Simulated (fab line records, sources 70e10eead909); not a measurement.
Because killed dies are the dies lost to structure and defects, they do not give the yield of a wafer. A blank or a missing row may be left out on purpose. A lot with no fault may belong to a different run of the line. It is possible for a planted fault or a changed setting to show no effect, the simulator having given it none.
Which tool was responsible? :: flow nand-harc :: 7 lots, 21 wafers sampled, at 4 steps of a route of 1302

WHAT THE GAUGES READ, wafer by wafer
NHARC_P_M2_INSPECT_27.
lot: L834
measured: day 7 03:49
on: defect-inspect-02
raw-defect-count: 335 703 242

lot: L837
measured: day 8 03:35
on: defect-inspect-01
raw-defect-count: 383 458 577

lot: L839
measured: day 8 22:55
on: defect-inspect-02
raw-defect-count: 323 346 306

lot: L848
measured: day 12 11:35
on: defect-inspect-01
raw-defect-count: 433 139 296

lot: L847
measured: day 12 12:50
on: defect-inspect-01
raw-defect-count: 301 457 349

lot: L852
measured: day 14 09:58
on: defect-inspect-01
raw-defect-count: 139 224 396

lot: L853
measured: day 14 21:41
on: defect-inspect-02
raw-defect-count: 560 379 259

WHAT TOOL EACH LOT RAN ON (gives the tool, then ch and the chambers of the sampled wafers, and finally the start)
lot: L834
NHARC_P_M1_DEP_33: pecvd-02 ch 0,1,2, day 6 23:52
NHARC_P_M2_PVD_20: pvd-sputter-03, day 7 02:21
NHARC_P_M2_ANNEAL_31: rtp-anneal-01 ch 0, day 7 03:00

lot: L837
NHARC_P_M1_DEP_33: pecvd-03 ch 0,2, day 7 23:40
NHARC_P_M2_PVD_20: pvd-sputter-02, day 8 02:07
NHARC_P_M2_ANNEAL_31: rtp-anneal-01 ch 0, day 8 02:46

lot: L839
NHARC_P_M1_DEP_33: pecvd-02 ch 1,2, day 8 19:01
NHARC_P_M2_PVD_20: pvd-sputter-01, day 8 21:29
NHARC_P_M2_ANNEAL_31: rtp-anneal-02 ch 0, day 8 22:12

lot: L848
NHARC_P_M1_DEP_33: pecvd-02 ch 1,2, day 12 07:29
NHARC_P_M2_PVD_20: pvd-sputter-03, day 12 10:08
NHARC_P_M2_ANNEAL_31: rtp-anneal-02 ch 0, day 12 10:49

lot: L847
NHARC_P_M1_DEP_33: pecvd-03 ch 0,1,2, day 12 08:44
NHARC_P_M2_PVD_20: pvd-sputter-03, day 12 11:22
NHARC_P_M2_ANNEAL_31: rtp-anneal-01 ch 0, day 12 12:03

lot: L852
NHARC_P_M1_DEP_33: pecvd-03 ch 0,2, day 14 05:59
NHARC_P_M2_PVD_20: pvd-sputter-03, day 14 08:29
NHARC_P_M2_ANNEAL_31: rtp-anneal-02 ch 0, day 14 09:07

lot: L853
NHARC_P_M1_DEP_33: pecvd-03 ch 0,2, day 14 17:40
NHARC_P_M2_PVD_20: pvd-sputter-03, day 14 20:13
NHARC_P_M2_ANNEAL_31: rtp-anneal-02 ch 0, day 14 20:51
- NHARC_P_M1_DEP_33: deposits SiCN, target thk 30 nm.
- NHARC_P_M2_PVD_20: deposits TaN, target thk 5 nm, time 8.06 s.
- NHARC_P_M2_ANNEAL_31: time 90 s.

THE ANSWER, worked out from the rows above alone
Rule: the lots themselves supply what counts as usual. Put in order of their means at a reading, lots are off if they are a third of the lots or fewer, leave a main group of 4 or more, and stand apart from it by a gap of 3 or more times the standard deviation of the main group's means; of several such gaps the widest counts. A main group is skipped when, at the precision printed for the reading in the tables above, its means are all equal. A lot without any number at a reading at which 4 lots or more have one is off too. Where the step has rows for the other lots, those lots are counted as sound.
No lot is off on any of the readings shown, so nothing can be concluded from this.

WHAT WAS PUT IN BY THE SIMULATOR
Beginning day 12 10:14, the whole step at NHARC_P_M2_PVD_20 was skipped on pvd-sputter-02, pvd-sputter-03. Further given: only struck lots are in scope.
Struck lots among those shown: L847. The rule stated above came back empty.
